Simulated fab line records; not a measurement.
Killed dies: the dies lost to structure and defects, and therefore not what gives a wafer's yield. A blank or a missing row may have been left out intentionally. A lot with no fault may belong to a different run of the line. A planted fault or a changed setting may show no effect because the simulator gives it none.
Matching of chambers :: flow nand_harc :: 4 sister chambers for NHARC_A_CONTACT_CMP_20 on cmp-01
The step polishes, t overpolish 30 s, target thk 300 nm. 4 wafers are shown with their chamber, then 10 later ones without.

EACH WAFER AND ITS CHAMBER
wafer: L085.1
chamber: 1
motor_current_A (A): 11.7

wafer: L081.2
chamber: 0
motor_current_A (A): 11.4

wafer: L084.1
chamber: 3
motor_current_A (A): 12.8

wafer: L084.4
chamber: 2
motor_current_A (A): 11.7

WAFERS MISSING THEIR CHAMBER
wafer: L084.5
motor_current_A (A): 11.1

wafer: L089.4
motor_current_A (A): 11.4

wafer: L089.5
motor_current_A (A): 10.4

wafer: L089.6
motor_current_A (A): 11.4

wafer: L093.1
motor_current_A (A): 13.2

wafer: L093.2
motor_current_A (A): 11.7

wafer: L093.3
motor_current_A (A): 10.8

wafer: L092.1
motor_current_A (A): 10.3

wafer: L092.3
motor_current_A (A): 11.8

wafer: L092.5
motor_current_A (A): 11.1

THE CHAMBER EACH PASSED THROUGH
wafer: L084.5
from the rows above: can't be placed: 0 or 1 or 2
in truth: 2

wafer: L089.4
from the rows above: can't be placed: 0 or 1 or 2
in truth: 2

wafer: L089.5
from the rows above: can't be placed: 0 or 1 or 2
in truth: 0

wafer: L089.6
from the rows above: can't be placed: 0 or 1 or 2
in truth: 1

wafer: L093.1
from the rows above: 3
in truth: 3

wafer: L093.2
from the rows above: can't be placed: 1 or 2 or 0
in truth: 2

wafer: L093.3
from the rows above: can't be placed: 0 or 1 or 2
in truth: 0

wafer: L092.1
from the rows above: can't be placed: 0 or 1 or 2
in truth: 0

wafer: L092.3
from the rows above: can't be placed: 1 or 2 or 0 or 3
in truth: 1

wafer: L092.5
from the rows above: can't be placed: 0 or 1 or 2
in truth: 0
Correct placement for 1 of the 10. Unplaceable from these rows: 9, with the true chamber sitting among the candidates in 9. Placed wrongly: 0.
How it was worked out, from the rows above alone: a wafer's distance from a chamber is the root of the sum, over the readings, of the square of ((its reading less the chamber's mean) divided by the reading's scatter). If the next closest chamber is less than 2 further off than the closest, the wafer can't be placed; otherwise it belongs to the closest. Each chamber's mean is taken over the wafers shown for it. The scatter (one wafer shown for each chamber): square how far every hidden wafer sits from the nearest shown wafer, average those squares and take the square root.
